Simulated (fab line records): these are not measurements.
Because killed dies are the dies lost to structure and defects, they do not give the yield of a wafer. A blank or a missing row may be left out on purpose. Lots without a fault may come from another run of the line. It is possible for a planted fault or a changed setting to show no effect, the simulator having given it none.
Which tool did it? | flow nand harc | at 1 step of a route of 1159, 12 lots with 36 wafers sampled

## WHAT THE GAUGES SHOWED, per wafer
NHARC_P_GATE_CD_MEAS_59 targets a cd of 720 nm.
lot  | measured     | on        | cd nm (nm)
L075 | day 5 11:09  | cd sem-03 | 719.3 718.1 719.5
L077 | day 5 20:05  | cd sem-02 | 720.2 720.0 719.9
L078 | day 6 09:07  | cd sem-03 | 718.1 719.4 718.5
L081 | day 6 19:50  | cd sem-03 | 719.6 721.8 719.3
L083 | day 7 07:35  | cd sem-03 | 719.3 720.4 720.2
L084 | day 7 20:20  | cd sem-03 | 721.4 723.3 719.8
L087 | day 8 13:26  | cd sem-03 | 718.4 719.0 719.9
L089 | day 8 23:29  | cd sem-03 | 719.8 720.6 721.0
L091 | day 9 12:17  | cd sem-02 | 720.1 722.8 720.6
L093 | day 9 23:43  | cd sem-03 | 720.2 718.3 720.5
L095 | day 10 12:38 | cd sem-02 | 719.9 720.3 719.9
L097 | day 10 21:08 | cd sem-02 | 718.0 720.3 720.0

## WHAT TOOL EACH LOT RAN ON (gives the tool, then ch and the chambers of the sampled wafers, and finally the start)
There is no process step in the record ahead of these readings.

## THE ANSWER, worked out from the rows above alone
Rule: the usual values come from the lots themselves. Put in order of their means at a reading, lots are off if they are a third of the lots or fewer, leave a main group of 4 or more, and stand apart from it by a gap of 3 or more times the standard deviation of the main group's means; of several such gaps the widest counts. A main group whose means are all the same, to the digits that the tables above print for the reading, isn't used. Also off: a lot with no number at a reading for which 4 or more lots have one. Any other lot the step has rows for is counted as sound.
Nothing can be told from this: no lot is off at any reading shown.

## WHAT THE SIMULATOR PUT IN
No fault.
